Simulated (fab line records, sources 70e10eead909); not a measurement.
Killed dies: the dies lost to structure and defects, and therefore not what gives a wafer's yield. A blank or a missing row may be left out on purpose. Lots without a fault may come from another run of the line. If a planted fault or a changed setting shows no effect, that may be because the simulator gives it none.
fab line records -- flow nand_harc
record lots=6, wafers=18, last_day=33
route steps=1302 shown P_BONDPAD@357 END@1302
lots untouched by any fault: they come from a run of this same line in which no faults occurred
start_h: hours from the record's opening day to when the first of the lot's shown wafers began -- wait_h: hours elapsed since this lot's preceding step -- " same as the row above -- L1.1+2: one row covering several wafers at once -- - no value, or no start given -- * or withheld: withheld -- < > ~ a bound
route shown NAME@n: names a module that has steps shown in the file, with the first one's number in the route -- usual: average and standard deviation across the fault-free wafers -- same: alike in all rows -- chamber/n: place in a boat -- sites: readings site by site -- _std_site: standard deviation of those values -- _edge_site: mean of outer sites minus mean of inner sites -- radius_mm: how far each site lies from the wafer's centre -- mask NAME#n: copy n -- behind: the tool/chamber that last shaped the wafer -- hold: cause of the lot's hold/its duration in hours/its outcome -- device: names the non-switching transistor (n, p or np) -- end of line: tests run on the same wafers once the route is complete -- step lacking rows: just its recipe -- killed: count of dies lost to structure and defects at first sort (not the wafer's yield) -- map: the dies of a wafer, with x for killed, . for not killed, _ for no die there
set.NAME: the run value of the setting; set.NAME@STEP: its run value at that earlier step -- model.NAME: the simulator's own value behind a step, which no gauge read
lots at selected steps of the route; one table per step, one row per wafer
services: a tool's chamber out of use, with start hour (start_h, from the record's first day; less than 0 if before it), hours out, and reason
## steps
# step NHARC_P_BONDPAD_COAT_36
# recipe temp_c=200, time_s=65
# step NHARC_P_BONDPAD_COAT_03
# recipe spin_rpm=2000, resist_thk_nm=600
# step NHARC_P_BONDPAD_SOFTBAKE_04
# recipe temp_c=125, time_s=70
# step NHARC_P_BONDPAD_EBR_05
# step NHARC_P_BONDPAD_EXPOSE_06
# recipe na=0.55, dose_mj=37.06, mask_id=P_BPAD
# step NHARC_P_BONDPAD_PEB_07
# recipe peb_temp_c=128, peb_time_s=80
# step NHARC_P_BONDPAD_DEVELOP_08
# recipe time_s=50, dev_temp_c=22
# step NHARC_P_BONDPAD_CD_MEAS_09
# recipe target_cd_nm=500, landing_energy_ev=500
# usual cd_nm=500.1/1.7
# same landing_energy_ev=500
lot.wafer,tool,chamber,start_h,wait_h,cd_nm
L825.1,cd_sem-01,0,143.46,-,499.3
L825.3,cd_sem-01,0,143.46,-,501.9
L825.4,cd_sem-01,0,143.46,-,499.4
L836.1,cd_sem-03,0,252.46,-,502.5
L836.4,cd_sem-03,0,252.46,-,504.4
L836.6,cd_sem-03,0,252.46,-,499.6
L838.1,cd_sem-03,0,260.22,-,498.7
L838.4,cd_sem-03,0,260.22,-,500.8
L838.6,cd_sem-03,0,260.22,-,501.2
L840.1,cd_sem-03,0,278.76,-,499.9
L840.5,cd_sem-03,0,278.76,-,497.9
L840.6,cd_sem-03,0,278.76,-,498.3
L847.2,cd_sem-02,0,354.73,-,501.0
L847.4,cd_sem-02,0,354.73,-,498.7
L847.6,cd_sem-02,0,354.73,-,500.2
L848.1,cd_sem-03,0,362.81,-,500.4
L848.3,cd_sem-03,0,362.81,-,500.9
L848.5,cd_sem-03,0,362.81,-,498.9
# step NHARC_P_BONDPAD_OVL_MEAS_38
# usual overlay_x_nm=1/5.1, overlay_y_nm=-1/6.2
lot.wafer,tool,chamber,start_h,wait_h,overlay_x_nm,overlay_y_nm
L825.1,overlay-01,-,143.55,-,-5,-7
L825.3,overlay-01,-,143.55,-,-5,-7
L825.4,overlay-01,-,143.55,-,-4,-6
L836.1,overlay-02,-,252.55,-,2,-7
L836.4,overlay-02,-,252.55,-,1,-7
L836.6,overlay-02,-,252.55,-,1,-7
L838.1,overlay-02,-,260.31,-,1,4
L838.4,overlay-02,-,260.31,-,2,4
L838.6,overlay-02,-,260.31,-,2,4
L840.1,overlay-01,-,278.85,-,-2,-10
L840.5,overlay-01,-,278.85,-,-3,-11
L840.6,overlay-01,-,278.85,-,-3,-11
L847.2,overlay-02,-,354.82,-,8,-6
L847.4,overlay-02,-,354.82,-,7,-6
L847.6,overlay-02,-,354.82,-,7,-6
L848.1,overlay-01,-,362.91,-,7,6
L848.3,overlay-01,-,362.91,-,6,6
L848.5,overlay-01,-,362.91,-,7,6
# step NHARC_P_BONDPAD_HARDBAKE_10
# recipe temp_c=118, time_s=65
# step NHARC_P_BONDPAD_DESCUM_11
# recipe time_s=3, o2_flow_sccm=200, ar_flow_sccm=0, bias_power_w=0, chemistry=O2
# usual chamber_pressure_mTorr=60.01/0.053, drypump_motor_current_A=5.7/0.47, oes_product_au=1.001/0.0088, rf_vpp_V=57.5/0.84, showerhead_plenum_p_Torr=1.86/0.075, throttle_valve_pct=11.311/0.0085
lot.wafer,tool,chamber,start_h,wait_h,chamber_pressure_mTorr,drypump_motor_current_A,oes_product_au,rf_hours_counter_h,rf_vpp_V,showerhead_plenum_p_Torr,throttle_valve_pct
L825.3,rie_diel-01,2,143.68,-,60.14,5.4,0.981,5.9,57.1,1.92,11.302
L825.1,rie_diel-01,3,143.68,-,59.99,6.5,0.990,6.2,57.5,1.86,11.319
L825.4,rie_diel-01,0,143.68,-,60.06,6.4,0.986,4.4,58.2,2.04,11.316
L836.4,rie_diel-12,2,252.67,-,59.99,5.7,0.995,3.6,58.0,1.79,11.314
L836.1,rie_diel-12,3,252.67,-,59.93,5.9,1.017,3.6,57.1,1.80,11.298
L836.6,rie_diel-12,3,252.67,-,59.98,5.9,1.023,-,57.6,1.80,11.317
L838.4,rie_diel-12,1,260.44,-,59.97,5.0,1.011,3.7,57.9,1.79,11.303
L838.1,rie_diel-12,3,260.44,-,60.04,5.9,1.006,3.8,55.9,1.80,11.317
L838.6,rie_diel-12,1,260.44,-,59.98,5.0,0.993,-,57.1,1.79,11.311
L840.1,rie_diel-01,0,279.00,-,60.09,6.4,1.011,2.5,57.1,2.04,11.314
L840.6,rie_diel-01,1,279.00,-,59.96,5.5,1.000,-,55.9,1.85,11.313
L840.5,rie_diel-01,2,279.00,-,60.01,5.4,1.013,-,55.9,1.92,11.316
L847.2,rie_diel-12,1,354.94,-,59.99,5.0,0.996,2.5,56.5,1.79,11.314
L847.6,rie_diel-12,3,354.94,-,60.04,5.9,0.992,-,57.8,1.80,11.325
L847.4,rie_diel-12,0,354.94,-,59.94,5.5,0.997,-,57.9,1.93,11.314
L848.1,rie_diel-06,3,363.03,-,59.96,5.4,1.009,2.7,58.5,1.96,11.314
L848.3,rie_diel-06,1,363.03,-,59.94,5.9,0.995,2.8,56.6,1.80,11.304
L848.5,rie_diel-06,0,363.03,-,60.04,6.6,1.004,-,58.0,1.80,11.311
# step NHARC_P_BONDPAD_ETCH_37
# recipe target_depth_a=600, overetch_a=180, time_s=65.91, ion_energy_ev=200, n2_flow_sccm=150, h2_flow_sccm=150, ar_flow_sccm=0, rf_w=400, bias_w=150, chemistry=N2/H2
# usual chamber_pressure_mTorr=29.999/0.028, drypump_motor_current_A=5.7/0.48, n2_flow_sccm=149.9/0.48, oes_product_au=1.001/0.0091, rf_fwd_power_W=396.5/1.6, rf_vpp_V=429.0/2.4, run_length_s=87.2/0.38, showerhead_plenum_p_Torr=1.98/0.083, throttle_valve_pct=14.171/0.0094
lot.wafer,tool,chamber,start_h,wait_h,chamber_pressure_mTorr,drypump_motor_current_A,n2_flow_sccm,oes_product_au,rf_fwd_power_W,rf_hours_counter_h,rf_vpp_V,run_length_s,showerhead_plenum_p_Torr,throttle_valve_pct
L825.4,rie_diel-01,3,143.76,0.1,30.020,6.5,150.9,1.001,396.7,6.2,427.1,88.0,1.98,14.152
L825.1,rie_diel-01,0,143.76,0.1,30.026,6.4,149.8,0.995,394.1,4.5,434.9,87.6,2.18,14.172
L825.3,rie_diel-01,2,143.76,0.1,30.038,5.4,150.1,0.992,396.8,5.9,431.0,87.6,2.05,14.181
L836.1,rie_diel-12,0,252.76,0.1,29.938,5.5,150.6,0.999,398.1,3.6,430.9,87.0,2.06,14.172
L836.4,rie_diel-12,3,252.76,0.1,30.032,5.9,150.5,1.010,396.6,3.7,427.0,86.5,1.91,14.182
L836.6,rie_diel-12,0,252.76,0.1,30.027,5.5,149.5,1.002,395.4,-,431.7,87.0,2.06,14.179
L838.4,rie_diel-12,2,260.52,0.1,30.029,5.7,150.4,1.004,394.0,3.8,426.5,87.0,1.91,14.173
L838.1,rie_diel-12,3,260.52,0.1,30.006,5.9,150.4,1.009,398.1,3.8,427.4,86.6,1.91,14.158
L838.6,rie_diel-12,2,260.52,0.1,30.013,5.7,150.9,0.997,392.9,-,427.2,86.9,1.91,14.182
L840.1,rie_diel-01,0,279.08,0.1,30.025,6.4,150.0,0.989,394.6,2.5,434.6,87.6,2.18,14.180
L840.5,rie_diel-01,2,279.08,0.1,30.025,5.4,149.5,1.001,395.0,-,430.1,87.3,2.04,14.142
L840.6,rie_diel-01,3,279.08,0.1,30.022,6.5,150.0,1.000,396.6,-,429.2,87.1,1.98,14.172
L847.2,rie_diel-12,0,355.05,0.1,29.977,5.5,149.8,0.999,396.8,2.7,430.1,87.1,2.05,14.162
L847.4,rie_diel-12,3,355.05,0.1,30.027,5.9,149.7,0.999,398.1,-,427.3,86.6,1.91,14.166
L847.6,rie_diel-12,0,355.05,0.1,30.008,5.5,149.8,0.993,396.0,-,430.9,87.3,2.05,14.176
L848.3,rie_diel-06,0,363.13,0.1,30.041,6.6,150.2,1.000,395.2,2.4,426.7,87.1,1.92,14.158
L848.1,rie_diel-06,1,363.13,0.1,29.957,5.9,150.3,0.980,398.1,2.8,426.4,87.0,1.92,14.168
L848.5,rie_diel-06,0,363.13,0.1,30.009,6.6,150.2,1.004,395.8,-,426.9,87.2,1.92,14.171
# step NHARC_P_BONDPAD_ETCH_12
# recipe target_depth_a=2000, time_s=100, chf3_flow_sccm=50, o2_flow_sccm=10, ar_flow_sccm=200, rf_w=500, bias_w=200, chemistry=CHF3/O2
# usual chamber_pressure_mTorr=25.003/0.023, drypump_motor_current_A=5.7/0.45, oes_product_au=0.936/0.021, rf_fwd_power_W=496.6/1.6, rf_vpp_V=369.2/2.2, run_length_s=121.2/0.43, showerhead_plenum_p_Torr=2.34/0.091, throttle_valve_pct=20.572/0.0098
lot.wafer,tool,chamber,start_h,wait_h,chamber_pressure_mTorr,drypump_motor_current_A,oes_product_au,rf_fwd_power_W,rf_hours_counter_h,rf_vpp_V,run_length_s,showerhead_plenum_p_Torr,throttle_valve_pct
L825.1,rie_diel-01,1,143.85,-,25.016,5.5,0.948,495.0,5.7,368.1,120.6,2.33,20.570
L825.4,rie_diel-01,2,143.85,-,24.999,5.4,0.952,497.2,5.9,370.6,121.8,2.41,20.581
L825.3,rie_diel-01,0,143.85,-,25.015,6.4,0.974,495.7,4.5,374.0,122.0,2.56,20.579
L836.1,rie_diel-12,1,252.85,-,25.010,5.0,0.938,496.3,3.5,367.0,121.2,2.25,20.573
L836.4,rie_diel-12,0,252.85,-,24.981,5.5,0.918,-,3.6,370.9,109.1,2.42,20.578
L836.6,rie_diel-12,1,252.85,-,25.009,5.0,0.930,494.4,-,366.6,121.2,2.25,20.562
L838.1,rie_diel-12,1,260.61,-,25.010,5.0,0.936,497.3,3.8,367.4,121.2,2.25,20.559
L838.4,rie_diel-12,3,260.61,-,25.016,5.9,0.933,-,3.9,366.1,108.5,2.26,20.567
L838.6,rie_diel-12,2,260.61,-,24.983,5.7,0.924,493.6,-,367.9,121.1,2.26,20.597
L840.1,rie_diel-01,0,279.17,-,24.986,6.4,0.929,496.2,2.6,374.7,122.0,2.56,20.547
L840.6,rie_diel-01,2,279.17,-,24.960,5.4,0.926,495.6,-,370.6,121.5,2.41,20.571
L840.5,rie_diel-01,3,279.17,-,24.997,6.5,0.917,497.4,-,369.8,121.5,2.34,20.568
L847.2,rie_diel-12,3,355.14,-,24.999,6.0,0.914,498.3,2.5,366.6,120.6,2.26,20.583
L847.6,rie_diel-12,3,355.14,-,24.995,6.0,0.914,497.2,-,367.3,121.1,2.26,20.580
L847.4,rie_diel-12,0,355.14,-,25.024,5.5,0.931,498.5,-,370.6,121.3,2.42,20.578
L848.1,rie_diel-06,1,363.22,-,24.977,5.9,0.918,494.3,2.8,367.6,122.0,2.27,20.571
L848.3,rie_diel-06,2,363.22,-,25.003,5.9,0.945,495.1,3.7,370.3,121.3,2.36,20.570
L848.5,rie_diel-06,0,363.22,-,25.016,6.6,0.926,494.5,-,366.5,121.3,2.27,20.563
# step NHARC_P_BONDPAD_CD_MEAS_13
# usual cd_nm=499.3/1.7
lot.wafer,tool,chamber,start_h,wait_h,cd_nm
L825.1,cd_sem-03,-,143.99,-,498.3
L825.3,cd_sem-03,-,143.99,-,500.8
L825.4,cd_sem-03,-,143.99,-,497.1
L836.1,cd_sem-01,-,252.99,-,501.7
L836.4,cd_sem-01,-,252.99,-,503.3
L836.6,cd_sem-01,-,252.99,-,498.7
L838.1,cd_sem-02,-,260.74,-,499.1
L838.4,cd_sem-02,-,260.74,-,499.3
L838.6,cd_sem-02,-,260.74,-,500.3
L840.1,cd_sem-01,-,279.29,-,498.3
L840.5,cd_sem-01,-,279.29,-,497.7
L840.6,cd_sem-01,-,279.29,-,497.3
L847.2,cd_sem-03,-,355.30,-,500.8
L847.4,cd_sem-03,-,355.30,-,497.8
L847.6,cd_sem-03,-,355.30,-,500.2
L848.1,cd_sem-02,-,363.35,-,498.6
L848.3,cd_sem-02,-,363.35,-,500.1
L848.5,cd_sem-02,-,363.35,-,497.5
# step NHARC_END_SORT_01
# recipe temp_c=25
# usual defect_limited_yield=91/3, killed_at_array=59/20, killed_at_other=0.8/1, killed_at_periphery=3.2/2.1, killed_dies=63/21, killed_open=3.0/1.9, killed_short=2.3/1.5
# same gross_dies=677
lot.wafer,tool,chamber,start_h,wait_h,defect_limited_yield[%],killed_at_array,killed_at_other,killed_at_periphery,killed_dies,killed_open,killed_short
L825.1,prober-02,0,555.41,2.5,89,70,0,2,72,4,4
L825.3,prober-02,0,556.98,3.1,91,60,2,0,62,4,0
L825.4,prober-02,0,557.77,3.4,89,70,1,3,74,0,4
L836.1,prober-01,0,685.88,2.5,90,65,0,4,69,5,4
L836.4,prober-01,0,688.25,3.4,2,70,0,593,663,4,4
L836.6,prober-01,0,689.84,4.0,90,60,0,5,65,3,1
L838.1,prober-01,0,693.67,2.5,91,61,1,0,62,1,2
L838.4,prober-01,0,696.06,3.4,3,60,0,597,657,2,4
L838.6,prober-01,0,697.65,4.0,89,72,0,1,73,2,0
L840.1,prober-01,0,709.27,2.5,95,29,1,1,31,2,3
L840.5,prober-01,0,712.43,3.7,95,31,0,1,32,5,5
L840.6,prober-01,0,713.22,4.0,96,27,1,1,29,5,3
L848.1,prober-01,0,795.32,2.5,91,56,0,6,62,1,2
L848.3,prober-01,0,796.93,3.1,90,65,1,5,71,4,3
L848.5,prober-01,0,798.53,3.7,91,54,1,4,59,2,3
# killed by level:class
L825.1 A_SLIT:chamber_film_flake=27 A_CHANNEL_HOLE_D1:chamber_film_flake=23 A_CHANNEL_HOLE_D2:chamber_film_flake=10 A_CONTACT:chamber_film_flake=3 A_CHANNEL_FILL_D2:geometric_particle:short=2 P_GATE:geometric_particle:short=1 P_GATE:geometric_particle:open=1 A_SOURCE_PLATE:geometric_particle:short=1
L825.3 A_SLIT:chamber_film_flake=22 A_CHANNEL_HOLE_D1:chamber_film_flake=20 A_CHANNEL_HOLE_D2:chamber_film_flake=9 A_CONTACT:chamber_film_flake=4 A_M0:geometric_particle:open=2 A_CHANNEL_FILL_D1:geometric_particle:open=1 A_CHANNEL_FILL_D2:geometric_particle:open=1 A_WL_FILL:chamber_film_flake=1
L825.4 A_CHANNEL_HOLE_D1:chamber_film_flake=29 A_SLIT:chamber_film_flake=24 A_CHANNEL_HOLE_D2:chamber_film_flake=5 A_CONTACT:chamber_film_flake=5 A_STAIRCASE:chamber_film_flake=3 A_WL_FILL:geometric_particle:short=2 P_M0:chamber_film_flake=2 A_CHANNEL_HOLE_D1:geometric_particle:short=1
L836.1 A_SLIT:chamber_film_flake=28 A_CONTACT:chamber_film_flake=11 A_CHANNEL_HOLE_D1:chamber_film_flake=8 A_SGD_CUT:chamber_film_flake=5 A_CHANNEL_HOLE_D2:chamber_film_flake=2 A_STAIRCASE:chamber_film_flake=2 A_WL_FILL:chamber_film_flake=2 P_GATE:geometric_particle:open=1
L836.4 P_BONDPAD:area_etch=593 A_SLIT:chamber_film_flake=35 A_CONTACT:chamber_film_flake=10 A_CHANNEL_HOLE_D1:chamber_film_flake=7 A_SGD_CUT:chamber_film_flake=5 A_ONON_D1:geometric_particle:open=3 A_STAIRCASE:chamber_film_flake=3 A_M0:geometric_particle:short=2
L836.6 A_SLIT:chamber_film_flake=33 A_CONTACT:chamber_film_flake=8 A_CHANNEL_HOLE_D1:chamber_film_flake=4 A_STAIRCASE:chamber_film_flake=4 A_CHANNEL_HOLE_D2:chamber_film_flake=3 P_ZERO_WELL:chamber_film_flake=2 P_STI:chamber_film_flake=2 A_WL_FILL:chamber_film_flake=2
L838.1 A_CHANNEL_HOLE_D1:chamber_film_flake=27 A_CHANNEL_HOLE_D2:chamber_film_flake=16 A_STAIRCASE:chamber_film_flake=4 A_CHANNEL_FILL_D1:chamber_film_flake=2 A_CHANNEL_FILL_D2:chamber_film_flake=2 A_SGD_CUT:chamber_film_flake=2 A_CONTACT:chamber_film_flake=2 A_DECK1_JOINT:geometric_particle:short=1
L838.4 P_BONDPAD:area_etch=593 A_CHANNEL_HOLE_D2:chamber_film_flake=22 A_CHANNEL_HOLE_D1:chamber_film_flake=21 A_CONTACT:chamber_film_flake=7 A_STAIRCASE:chamber_film_flake=3 A_CHANNEL_FILL_D1:geometric_particle:short=2 P_GATE:chamber_film_flake=2 A_ZERO_WELL:chamber_film_flake=2
L838.6 A_CHANNEL_HOLE_D2:chamber_film_flake=32 A_CHANNEL_HOLE_D1:chamber_film_flake=21 A_CONTACT:chamber_film_flake=10 A_STAIRCASE:chamber_film_flake=5 A_SLIT:chamber_film_flake=2 P_GATE:geometric_particle:open=1 A_CHANNEL_FILL_D2:geometric_particle:open=1 A_M1:chamber_film_flake=1
L840.1 A_CHANNEL_HOLE_D1:chamber_film_flake=10 A_SLIT:chamber_film_flake=4 A_ZERO_WELL:chamber_film_flake=2 A_DECK1_JOINT:chamber_film_flake=2 A_SGD_CUT:chamber_film_flake=2 A_WL_FILL:chamber_film_flake=2 P_GATE:geometric_particle:open=1 A_DECK1_JOINT:geometric_particle:short=1
L840.5 A_CHANNEL_HOLE_D1:chamber_film_flake=16 A_DECK1_JOINT:geometric_particle:open=2 A_CHANNEL_FILL_D2:geometric_particle:short=2 A_SLIT:chamber_film_flake=2 P_M1:geometric_particle:open=1 A_ONON_D1:geometric_particle:short=1 A_ONON_D2:geometric_particle:open=1 A_SGD_CUT:geometric_particle:open=1
L840.6 A_CHANNEL_HOLE_D1:chamber_film_flake=11 A_CONTACT:chamber_film_flake=3 A_M0:geometric_particle:open=2 A_DECK1_JOINT:chamber_film_flake=2 A_SLIT:chamber_film_flake=2 A_ONON_D1:geometric_particle:short=1 A_CHANNEL_FILL_D1:geometric_particle:open=1 A_CHANNEL_FILL_D2:geometric_particle:open=1
L848.1 A_CHANNEL_HOLE_D2:chamber_film_flake=32 A_SLIT:chamber_film_flake=8 A_STAIRCASE:chamber_film_flake=6 A_CONTACT:chamber_film_flake=6 P_GATE:chamber_film_flake=2 P_GATE:geometric_particle:open=1 P_M2:geometric_particle:short=1 A_ONON_D1:geometric_particle:short=1
L848.3 A_CHANNEL_HOLE_D2:chamber_film_flake=30 A_SLIT:chamber_film_flake=8 A_STAIRCASE:chamber_film_flake=7 A_CONTACT:chamber_film_flake=7 P_GATE:chamber_film_flake=4 A_WL_FILL:chamber_film_flake=2 A_ONON_D1:geometric_particle:open=1 A_DECK1_JOINT:geometric_particle:short=1
L848.5 A_CHANNEL_HOLE_D2:chamber_film_flake=37 A_SLIT:chamber_film_flake=7 A_STAIRCASE:chamber_film_flake=3 A_CONTACT:chamber_film_flake=3 A_SGD_CUT:geometric_particle:short=2 P_GATE:chamber_film_flake=2 P_M2:chamber_film_flake=2 A_ONON_D1:geometric_particle:open=1
# map L836.4 (x killed, . not)
____________x____________
_________xxxxxxx_________
_______xxxxxx.xxxx_______
______xx.xxxxxxxxxx______
_____xxxxxxxxxxxxxxx_____
____xxxxxxxxxxxxxxxxx____
____xxxxxxxxxxxxxxxxx____
___xxxxxxxxxxxxxxxxxxx___
___xxxxx.xxxxxxxxxxxxx___
__xxxxxxxxxxxx.xx..xxxx__
__xxxxxxxxxxxxxxxxxxxxx__
_xxxxxxxxxxxxxx.xxxxxxxx_
_xxxxxxxxx.xx.xxxxxxxxxx_
_xxxxxxxxxxxxxxxxxxxxxxx_
_xxxxxxxxxxx..xxxxxxxxxx_
_xxxxxxxxx.xxxxxxxxxxxxx_
xxxxxxxxxxxxxxxxxxxxxxxxx
xxxxxxxxxxxxxxxxxxxxxxxxx
xxxxxxxx.xxxxxxxxxxxxxxxx
xxxxxxxxxxxxxxxxxxxxxxxxx
xxxxxxxxxxxxxxxxx.xxxxxxx
_xxxxxxxxxxxxxxxxxxxxxxx_
_xxxxxxxxxxxxxxxxxxxxxxx_
_xxxxxxxxxxxxxxxxxxxxxxx_
_xxxxxxxxxxxxxxxxxxxxxxx_
_xxxxxxxxxxxxxxxxxxxxxxx_
__xxxxxxxxxxxxxxxxxxxxx__
__xxxxxxxxxxxxxxxxxxxxx__
___xxxxxxxxxxxxxxxxxxx___
___xxxxxxxxxxxxxxxxxxx___
____xxxxxxxxxxxxxxxxx____
____xxxxxxxxxxxxxxxxx____
_____xxxxxxxxxxxxxxx_____
______xxxxxxxxxxxxx______
_______xxxxxxxxxxx_______
_________xxxxxxx_________
____________x____________
# map L838.4 (x killed, . not)
____________x____________
_________xxxxxxx_________
_______xxxxxxxxxxx_______
______xxxxxxxxxxxxx______
_____xxxxxxxxxxxxxxx_____
____xxxxxxxxxxxxxxxxx____
____xxxxxxxxxxxxxxxxx____
___xxxxxxxxxxxxxxxxxxx___
___xxxxxxxxxxxxxxxxxxx___
__xxxxxxxxxxxxxxxxxxxxx__
__xxxxxxxxxxxxxxxxxxxxx__
_xxxxxxxxxxxxxxxxxxxxxxx_
_xxxxxxxxxxxxxxxxxxxxxxx_
_xxxxxxx.xxxxxxx.xxxxxxx_
_xxxxxxx.xxxxxxx.xxxxxxx_
_xxxxxxxxx.xxxxxxxxxxxxx_
xxxxxxxxxxxxxxx.xxxxxxxxx
xxxxxxxxxxxxxxxxxxxxxxxxx
xxxxxxxx.xxxx.xx.xxxxxxxx
xxxxxxxxxxx.xxxxxxxxxxxxx
xxxxxxxxxxxxxxx.xxxxxxxxx
_xxxxxxxxxxxxxxxx.xxxxxx_
_xxxxxxxxxxx.xxxxxxxxxxx_
_xxxxxxxxx..xxxxxxxxxxxx_
_xxxxxxx.xxxxxxxxxxxxxxx_
_xxxxxxxxxxx.xxxxxxxxxxx_
__xxxxxxxxxxxx..xxxxxxx__
__xxxxxxxxxxxxxxx.xxxxx__
___xxxxxxxxxxxxxxxxxxx___
___xxxxxxxxxxxxxxxxxxx___
____xxxxxxxxxxxxxxxxx____
____xxxxxxxxxxxxxxxxx____
_____xxxxxxxxxxxxxxx_____
______xxxxxxxxxxxxx______
_______xxxxxxxxxxx_______
_________xxxxxxx_________
____________x____________
## services
tool,chamber,start_h,hours,kind
rie_diel-12,0,124.90,-,clean
rie_diel-12,1,124.90,-,clean
rie_diel-12,2,124.90,-,clean
rie_diel-12,3,124.90,-,clean
rie_diel-06,-,130.20,9.0,pm
rie_diel-12,0,149.40,-,clean
rie_diel-12,1,149.40,-,clean
rie_diel-12,2,149.40,-,clean
rie_diel-12,3,149.40,-,clean
rie_diel-12,0,173.90,-,clean
rie_diel-12,1,173.90,-,clean
rie_diel-12,2,173.90,-,clean
rie_diel-12,3,184.98,2.4,repair
rie_diel-12,-,190.07,0.3,repair
rie_diel-01,-,218.71,9.0,pm
rie_diel-06,1,228.87,3.5,repair
rie_diel-12,-,268.40,9.0,pm
rie_diel-06,-,307.20,9.0,pm
rie_diel-12,2,325.90,35.5,repair
rie_diel-06,1,329.53,7.0,repair
rie_diel-06,0,337.37,7.7,repair
rie_diel-12,3,344.48,10.1,repair
rie_diel-06,3,347.07,5.3,repair
rie_diel-12,0,363.21,4.3,repair
## key
first_sign step=NHARC_P_BONDPAD_ETCH_12, reading=run_length_s, direction=down, sigmas=29, usual=*, struck=*
effect step=NHARC_END_SORT_01, reading=killed_at_periphery, direction=up, sigmas=99+, usual=3.2, struck=595
more_kills_born_at NHARC_P_BONDPAD_ETCH_12@rie_diel-12=1186
met_at NHARC_P_BONDPAD_ETCH_12
struck_wafers L836.4,L838.4
later_rows_left_out L836.4,L838.4
fault kind=process_parameter_drift, tool=rie_diel-12, chamber=-, onset_h=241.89, steps=NHARC_P_BONDPAD_ETCH_12, channel=time_s, offset=*, shape=step, end_h=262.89, scope=struck_wafers_only, acts_in=*, stated=*
# later_rows_left_out: the simulator's readings of these wafers behind a module that went badly wrong aren't trusted and aren't shown, but for the sort
